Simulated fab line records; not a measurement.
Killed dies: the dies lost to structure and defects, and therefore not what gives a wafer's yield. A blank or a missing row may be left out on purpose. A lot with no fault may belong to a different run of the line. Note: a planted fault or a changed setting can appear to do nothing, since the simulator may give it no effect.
fab line records -- flow n5-finfet
record lots=5, wafers=12, last-day=19
route steps=1938 shown BEOL_M0_SAQP@686 BEOL_M0_CUTY@701 BEOL_M0@715 BEOL_M4@1111
lots that met no fault: taken from a fault-free run of the same line
start-h: hours from the record's opening day to when the first of the lot's shown wafers began -- wait-h: time in hours since the lot's previous step -- " as in the row above -- L1.1+2: one row covering several wafers at once -- - no value present, or no start provided -- * or withheld: withheld -- < > ~ a bound
route shown NAME@n: a module of which the file shows steps, and the number in the route of the first -- usual: mean/standard deviation of fault-free wafers -- same: alike in all rows -- chamber/n: place in a boat -- sites: readings site by site -- _std_site: their standard deviation -- _edge_site: mean of outer sites minus mean of inner sites -- radius-mm: for every site, how far away it sits from the centre of the wafer -- mask NAME#n: copy n -- behind: the last tool/chamber to shape the wafer -- hold: reason for holding the lot/hours on hold/outcome of the hold -- device: the n, p or np transistor that did not switch -- end of line: the tests these same wafers got at the end of their route -- where a step has no rows: the recipe by itself -- killed: not the wafer's yield, but the dies lost to structure and defects at the first sort -- map: per-die view of a wafer (x killed, . not killed, _ where there is no die)
set.NAME: the setting that was run; set.NAME@STEP: the one run at that earlier step -- model.NAME: the simulator's own value behind a step, which no gauge read
lots at some steps of the route; a table a step, a row a wafer
services: when a tool's chamber went out of use (start-h, in hours from the record's first day, below 0 if earlier), for how many hours, and the reason
## steps
# step N5_BEOL_M0_SAQP_EXPOSE_37
# recipe mask-id=M0_CUT1, na=0.33, source-shape=annular, sigma-inner=0.35, sigma-outer=0.8, polarization=unpolarized, target-cd-nm=30, dose-mj=44.75
# step N5_BEOL_M0_SAQP_PEB_38
# recipe peb-temp-c=100, peb-time-s=60, resist=CAR-EUV
# step N5_BEOL_M0_SAQP_DEVELOP_39
# recipe develop-time-s=30, developer=TMAH, resist=CAR-EUV, rinse-liquid=surfactant-rinse, dry=air-spin, dev-temp-c=23
# step N5_BEOL_M0_SAQP_DESCUM_45
# recipe chemistry=O2, time-s=7, source-power-w=50, bias-power-w=20, pressure-mtorr=20, rf-frequency-hz=2.712e+07, temp-c=40, resist=CAR-EUV, o2-flow-sccm=225
# step N5_BEOL_M0_SAQP_ETCH_88
# recipe chemistry=N2/H2, target=underlayer, target-depth-a=65, time-s=5.2, ion-energy-ev=200, mask-material=CAR-EUV, pressure-mtorr=30, source-w=840, bias-w=150, n2-flow-sccm=200, h2-flow-sccm=200, ends=cleared
# step N5_BEOL_M0_SAQP_ETCH_73
# recipe chemistry=CF4, target=SiARC, target-depth-a=195, mask-material=CAR-EUV, time-s=32.5, ion-energy-ev=80, pressure-mtorr=40, source-w=545, bias-w=36, Ar_flow_sccm=100, cf4-flow-sccm=100, ends=cleared
# step N5_BEOL_M0_SAQP_CUT_ETCH_46
# recipe chemistry=N2/H2, target=SOC, target-depth-a=1350, overetch-a=270, temp-c=40, time-s=202.5, ion-energy-ev=200, mask-material=SiARC, pressure-mtorr=30, source-w=840, bias-w=150, n2-flow-sccm=200, h2-flow-sccm=200
# step N5_BEOL_M0_SAQP_STRIP_74
# recipe chemistry=N2/H2, temp-c=40, n2-flow-sccm=200, h2-flow-sccm=200, rf-frequency-hz=6e+07
# step N5_BEOL_M0_SAQP_STRIP_89
# recipe chemistry=N2/H2, temp-c=40, n2-flow-sccm=200, h2-flow-sccm=200, rf-frequency-hz=6e+07
# step N5_BEOL_M0_SAQP_ALD_48
# recipe material=SiO2, target-thk-a=200, temp-c=100, ald-precursor-family=BDEAS, ald-co-reactant=O2-plasma, pulse-time-s=1, co-reactant-pulse-time-s=1, purge-time-s=2, co-reactant-purge-time-s=2, ald-cycles=139, pressure-torr=2
# usual ald-cycles=139/0, heater-power-w=82/10, precursor-pulse-height-rel=0.999/0.02
# same co-reactant-pulse-time-s=1
lot.wafer,tool,chamber,start-h,wait-h,ald-cycles,heater-power-w,precursor-pulse-height-rel,model.SiO2_of_BEOL_M0_SAQP_ALD_48.thk-nm
L240.1,ald-sin-04,3,181.37,0.0,139,73,0.979,20
L240.2,ald-sin-04,0,181.37,0.0,139,67,1.017,20
L240.6,ald-sin-04,2,181.37,0.0,139,99,0.982,20
L244.4,ald-sin-04,2,222.92,0.3,154,98,1.010,22.2
L244.6,ald-sin-04,0,222.92,0.3,139,67,1.003,19.8
L243.1,ald-sin-04,0,224.15,0.2,139,67,0.999,20
L243.3,ald-sin-04,2,224.15,0.2,154,98,1.006,22.2
L248.3,ald-sin-04,1,245.81,0.2,154,80,1.034,22.2
L248.4,ald-sin-04,2,245.81,0.2,154,99,1.029,22.2
L251.2,ald-sin-02,0,254.26,0.3,139,68,1.001,19.8
L251.4,ald-sin-02,1,254.26,0.3,139,93,0.989,20
L251.5,ald-sin-02,0,254.26,0.3,139,67,0.996,20
# step N5_BEOL_M0_SAQP_ETCH_49
# recipe chemistry=CF4/O2, target-depth-a=370, target=SiO2, pressure-mtorr=40, source-w=535, bias-w=49, Ar_flow_sccm=100, cf4-flow-sccm=100, O2_flow_sccm=10, ion-energy-ev=100
# step N5_BEOL_M0_SAQP_STRIP_75
# recipe chemistry=CF4, resist=SiARC, power-w=300, bias-power-w=75, pressure-mtorr=50, cf4-flow-sccm=150, rf-frequency-hz=6e+07
# step N5_BEOL_M0_CUTY_COAT_50
# recipe resist=SiARC, temp-c=220, time-s=60, spin-rpm=1500, resist-thk-nm=15
# step N5_BEOL_M0_CUTY_COAT_51
# recipe resist=CAR-ArF-block, spin-rpm=1500, resist-thk-nm=150
# step N5_BEOL_M0_CUTY_EBR_52
# recipe solvent=PGMEA, ebr-width-mm=1.5
# step N5_BEOL_M0_CUTY_SOFTBAKE_53
# recipe temp-c=110, time-s=60, resist=CAR-ArF-block
# step N5_BEOL_M0_CUTY_EXPOSE_54
# recipe mask-id=M0_ABLK, na=1.35, source-shape=conventional, sigma-outer=0.8, polarization=unpolarized, dose-mj=36
# step N5_BEOL_M0_CUTY_PEB_55
# recipe peb-temp-c=110, peb-time-s=60, resist=CAR-ArF-block
# step N5_BEOL_M0_CUTY_DEVELOP_56
# recipe develop-time-s=30, developer=TMAH, resist=CAR-ArF-block, rinse-liquid=diw, dry=air-spin, dev-temp-c=23
# step N5_BEOL_M0_CUTY_DESCUM_61
# recipe chemistry=O2, time-s=7.9, source-power-w=50, bias-power-w=20, pressure-mtorr=20, rf-frequency-hz=2.712e+07, temp-c=40, resist=CAR-ArF-block, o2-flow-sccm=225
# step N5_BEOL_M0_CUTY_ETCH_62
# recipe chemistry=CF4, target=SiARC, mask-material=CAR-ArF-block, time-s=58.5, ion-energy-ev=80, pressure-mtorr=40, source-w=545, bias-w=36, Ar_flow_sccm=100, cf4-flow-sccm=100, ends=cleared
# step N5_BEOL_M0_CUTY_ETCH_63
# recipe chemistry=N2/H2, target=SOC, target-depth-a=827, overetch-a=165, mask-material=SiARC, temp-c=40, ion-energy-ev=200, time-s=124, pressure-mtorr=30, source-w=840, bias-w=150, n2-flow-sccm=200, h2-flow-sccm=200
# step N5_BEOL_M0_CUTY_STRIP_64
# recipe chemistry=N2/H2, temp-c=40, n2-flow-sccm=200, h2-flow-sccm=200, rf-frequency-hz=6e+07
# step N5_BEOL_M0_ETCH_138
# recipe chemistry=CH3F/O2, target-depth-a=120, target=SiCN, time-s=31.6, ion-energy-ev=120, pressure-mtorr=30, source-w=395, bias-w=75, Ar_flow_sccm=150, CH3F_flow_sccm=30, O2_flow_sccm=20, ends=cleared
# step N5_BEOL_M0_HM_OPEN_105
# recipe chemistry=Cl2/BCl3, target-depth-a=120, target=TiN, ion-energy-ev=150, pressure-mtorr=10, icp-w=1000, bias-w=126, Cl2_flow_sccm=53.25, bcl3-flow-sccm=21.75, Ar_flow_sccm=25
# step N5_BEOL_M0_STRIP_140
# recipe chemistry=CF4, resist=SiARC, power-w=300, bias-power-w=75, pressure-mtorr=50, cf4-flow-sccm=150, rf-frequency-hz=6e+07
# usual drypump-motor-current-A=5.6/0.49, oes-product-au=0.79/0.091, rf-vpp-V=271.6/2, showerhead-plenum-p-Torr=1.81/0.068, throttle-valve-pct=13.57/0.25
lot.wafer,tool,chamber,start-h,wait-h,drypump-motor-current-A,oes-product-au,rf-hours-counter-h,rf-vpp-V,showerhead-plenum-p-Torr,throttle-valve-pct,model.SiO2_of_BEOL_M0_SAQP_ALD_48.thk-nm
L240.1,rie-diel-06,0,183.30,0.1,5.8,0.90,28,275.0,1.92,13.60,10.8
L240.2,rie-diel-06,3,183.30,0.1,6.0,0.76,122,271.6,1.87,13.65,10.8
L240.6,rie-diel-06,3,183.30,0.1,5.9,0.77,-,274.1,1.87,13.65,10.8
L244.4,rie-diel-05,1,224.69,0.1,5.2,0.93,-,270.5,1.82,13.40,13.4
L244.6,rie-diel-05,0,224.69,0.1,6.4,0.72,-,269.9,1.71,13.61,11.8
L243.1,rie-diel-05,1,227.14,0.3,5.1,0.91,13,271.9,1.82,13.43,10.2
L243.3,rie-diel-05,3,227.14,0.3,5.5,0.68,244,272.5,1.84,14.09,12.4
L248.3,rie-diel-06,2,247.60,0.1,4.9,0.97,5,271.4,1.78,12.99,12.6
L248.4,rie-diel-06,3,247.60,0.1,6.0,0.75,148,271.7,1.86,13.71,12.6
L251.2,rie-diel-06,2,256.13,0.1,4.9,0.95,10,271.7,1.78,12.98,11.4
L251.4,rie-diel-06,1,256.13,0.1,5.8,0.74,168,270.4,1.73,13.71,11.8
L251.5,rie-diel-06,2,256.13,0.1,5.0,0.95,-,272.5,1.78,12.99,11
# step N5_BEOL_M0_STRIP_104
# recipe chemistry=N2/H2, power-w=450, temp-c=40, pressure-mtorr=20, rf-frequency-hz=6e+07, overash-fraction=0.3, bias-power-w=7, h2-frac=0.5, n2-flow-sccm=200, h2-flow-sccm=200
# step N5_BEOL_M4_RC_MEAS_101
# usual DIBL_N=37.2/2.1, DIBL_P=37.3/2.3, IOFF_N=0.18/0.041, IOFF_P=0.24/0.042, ION_N=680/13, ION_P=466/7.7, SS_N=71.8/0.68, SS_P=73.5/0.66, VT_N=249/3.6, VT_P=-248/3.4
lot.wafer,tool,chamber,start-h,wait-h,DIBL_N[mV/V],DIBL_P[mV/V],IOFF_N[nA/um],IOFF_P[nA/um],ION_N[uA/um],ION_P[uA/um],SS_N[mV/dec],SS_P[mV/dec],VT_N[mV],VT_P[mV]
L240.1,prober-01,0,229.21,0.2,38.3,37.2,0.19,0.24,686,468,71.4,73.2,245,-246
L240.2,prober-01,0,229.21,0.2,38.0,35.8,0.16,0.20,676,460,71.5,73.0,252,-249
L240.6,prober-01,0,229.21,0.2,38.4,35.9,0.15,0.20,665,453,71.1,72.9,252,-251
L244.4,prober-02,0,261.56,0.5,36.4,36.4,0.15,0.17,666,453,71.2,73.0,249,-256
L244.6,prober-02,0,261.56,0.5,36.3,37.3,0.15,0.19,667,451,71.4,73.2,250,-254
L243.1,prober-01,0,268.92,0.0,37.5,36.8,0.17,0.22,677,468,71.5,73.2,249,-246
L243.3,prober-01,0,268.92,0.0,40.5,40.3,0.23,0.29,693,465,72.2,74.2,245,-243
L248.3,prober-01,0,308.67,0.7,38.2,38.7,0.16,0.23,661,453,72.4,73.8,252,-253
L248.4,prober-01,0,308.67,0.7,35.9,35.5,0.12,0.19,665,464,71.0,72.7,252,-254
L251.2,prober-01,0,332.52,0.2,35.1,36.0,0.14,0.21,669,468,71.3,73.0,255,-251
L251.4,prober-01,0,332.52,0.2,35.4,37.4,0.15,0.25,672,469,71.0,72.8,251,-246
L251.5,prober-01,0,332.52,0.2,34.0,35.7,0.14,0.21,669,464,70.7,72.6,254,-249
## services
tool,chamber,start-h,hours,kind
ald-sin-02,-,165.12,14.6,pm
rie-diel-05,1,182.10,-,clean
rie-diel-05,1,182.10,-,consumable-replace:focus-ring
rie-diel-05,1,182.10,14.4,scheduled-down
rie-diel-05,1,182.10,14.4,vent-cycle
ald-sin-04,1,184.90,24.7,repair
rie-diel-05,2,186.93,18.4,repair
rie-diel-06,1,194.90,14.0,repair
rie-diel-06,2,211.29,-,clean
rie-diel-06,2,211.29,-,consumable-replace:focus-ring
rie-diel-06,2,211.29,18.5,scheduled-down
rie-diel-06,2,211.29,18.5,vent-cycle
rie-diel-05,3,240.19,-,clean
rie-diel-05,3,240.19,-,consumable-replace:focus-ring
rie-diel-05,3,240.19,20.8,scheduled-down
rie-diel-05,3,240.19,20.8,vent-cycle
## key
first-sign step=N5_BEOL_M0_SAQP_ALD_48, reading=ald-cycles, direction=up, sigmas=99+, usual=*, struck=*
effect none on later readings
model-effect step=N5_BEOL_M0_SAQP_ALD_48, value=SiO2_of_BEOL_M0_SAQP_ALD_48.thk-nm, without=20, struck=22.2
model-effect step=N5_BEOL_M0_STRIP_140, value=SiO2_of_BEOL_M0_SAQP_ALD_48.thk-nm, without=11.55, struck=12.75
met-at N5_BEOL_M0_SAQP_ALD_48
struck-wafers L243.3,L244.4,L248.3,L248.4
baseline-loss step=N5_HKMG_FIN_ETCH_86, wafers=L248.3
onset-between 181.37 222.92
fault kind=process-parameter-drift, tool=ald-sin-04, chamber=-, onset-h=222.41, steps=N5_BEOL_M0_SAQP_ALD_48, channel=ald-cycles, offset=*, shape=step, end-h=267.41, scope=struck-wafers-only, acts-in=*, stated=*
# baseline-loss: these wafers lose ten dies or more at that step, a loss of the line's own and not of a fault; the sort's usual values leave them out
